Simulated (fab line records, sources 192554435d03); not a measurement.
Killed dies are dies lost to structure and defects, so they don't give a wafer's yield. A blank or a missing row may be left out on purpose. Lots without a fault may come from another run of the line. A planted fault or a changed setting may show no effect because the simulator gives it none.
Split-lot experiment | flow n5_finfet | 7 lots, 39 wafers read, on a route of 1938 steps

THE SPLIT
At N5_ZERO_LAYER_DEVELOP_10 (develop time 60 s), the setting develop_time_s was moved away from the recipe's 60 s on 12 of the 39 wafers read, by -59.5% to +18.8%. The other wafers ran this setting at the recipe's value.

FROM THE SPLIT TO THE READING: what the file shows between them, 1 step
- N5_ZERO_LAYER_HARDBAKE_23: time 120 s

THE READING
cd_nm, in nm, at N5_ZERO_LAYER_CD_MEAS_11 (target cd 2000 nm). Fault-free wafers of this fab line usually give 2000.1 nm, standard deviation 1.7 nm.

wafer  | tool, chamber at the split | develop_time_s as run, s | against the recipe | cd_nm, nm | against lot-mates on the recipe
L076.1 | litho_track-01, 0          | 60                       | recipe             | 1999.8    | -
L076.2 | litho_track-01, 0          | 60                       | recipe             | 1998.9    | -
L076.3 | litho_track-01, 0          | 60                       | recipe             | 1999.9    | -
L076.4 | litho_track-01, 0          | 60                       | recipe             | 1998.2    | -
L076.5 | litho_track-01, 0          | 60                       | recipe             | 1999.9    | -
L076.6 | litho_track-01, 0          | 60                       | recipe             | 1997.6    | -
L080.2 | litho_track-03, 0          | 60                       | recipe             | 1998.7    | -
L080.4 | litho_track-03, 0          | 60                       | recipe             | 2000.2    | -
L080.6 | litho_track-03, 0          | 60                       | recipe             | 2001.6    | -
L084.1 | litho_track-01, 0          | 40.45                    | -32.6%             | 1988.6    | -10.0
L084.2 | litho_track-01, 0          | 60                       | recipe             | 1998.5    | -
L084.3 | litho_track-01, 0          | 60                       | recipe             | 1999.5    | -
L084.4 | litho_track-01, 0          | 40.45                    | -32.6%             | 1989.4    | -9.2
L084.5 | litho_track-01, 0          | 40.45                    | -32.6%             | 1989.5    | -9.1
L084.6 | litho_track-01, 0          | 60                       | recipe             | 1997.9    | -
L087.1 | litho_track-01, 0          | 71.25                    | +18.8%             | 2004.0    | +3.5
L087.2 | litho_track-01, 0          | 71.25                    | +18.8%             | 2004.2    | +3.7
L087.3 | litho_track-01, 0          | 60                       | recipe             | 2001.4    | -
L087.4 | litho_track-01, 0          | 71.25                    | +18.8%             | 2005.8    | +5.3
L087.5 | litho_track-01, 0          | 60                       | recipe             | 2001.6    | -
L087.6 | litho_track-01, 0          | 60                       | recipe             | 1998.6    | -
L088.1 | litho_track-03, 0          | 60                       | recipe             | 2002.9    | -
L088.2 | litho_track-03, 0          | 60                       | recipe             | 2002.3    | -
L088.3 | litho_track-03, 0          | 60                       | recipe             | 2002.2    | -
L088.4 | litho_track-03, 0          | 60                       | recipe             | 2002.4    | -
L088.5 | litho_track-03, 0          | 60                       | recipe             | 2002.1    | -
L088.6 | litho_track-03, 0          | 60                       | recipe             | 1999.8    | -
L091.1 | litho_track-03, 0          | 60                       | recipe             | 1999.8    | -
L091.2 | litho_track-03, 0          | 28.61                    | -52.3%             | 1983.0    | -17.0
L091.3 | litho_track-03, 0          | 28.61                    | -52.3%             | 1982.8    | -17.2
L091.4 | litho_track-03, 0          | 60                       | recipe             | 1999.9    | -
L091.5 | litho_track-03, 0          | 28.61                    | -52.3%             | 1982.3    | -17.7
L091.6 | litho_track-03, 0          | 60                       | recipe             | 2000.3    | -
L093.1 | litho_track-01, 0          | 60                       | recipe             | 1996.8    | -
L093.2 | litho_track-01, 0          | 24.3                     | -59.5%             | 1981.1    | -16.8
L093.3 | litho_track-01, 0          | 60                       | recipe             | 1998.6    | -
L093.4 | litho_track-01, 0          | 24.3                     | -59.5%             | 1981.2    | -16.7
L093.5 | litho_track-01, 0          | 60                       | recipe             | 1998.2    | -
L093.6 | litho_track-01, 0          | 24.3                     | -59.5%             | 1981.8    | -16.1

THE FIT
A straight line over all 39 wafers: cd_nm changes by +0.315 nm for each +1% of develop_time_s; r = +0.98; the points scatter about the line by 1.5 nm.
The same after taking each lot's own level away (the mean of its wafers on the recipe; 39 wafers): +0.293 nm for each +1%; r = +0.99; scatter 1.1 nm.
On that fit, the largest move of develop_time_s shifts the reading by 17 nm.
The lots' own levels span 1997.87 to 2001.95 nm, that is 2.4 times the standard deviation above.
So the lot-to-lot level changes the slope little: the two slopes agree.
Check: with one of the wafers moved furthest among these (-59.5%) left out of the fit, the line predicts -17.7 nm for it against its lot-mates. It came out at -16.8 nm against them.

THE WHOLE CHAIN: every reading that the file lists as answering this split, in the file's order
step                     | what it does             | reading                                                           | change (the file's fit)               | r (the file's)
N5_ZERO_LAYER_CD_MEAS_11 | target cd 2000 nm        | cd_nm                                                             | +0.296 nm for each +1% of the setting | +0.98
N5_ZERO_LAYER_DESCUM_16  | chemistry O2, time 7.9 s | ZERO_LAYER.cd_nm (the simulator's own value, which no gauge read) | +0.297 nm for each +1% of the setting | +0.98

THE FILE'S OWN FIT
cd_nm changes by +0.296 nm for each +1% of develop_time_s, r = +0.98.
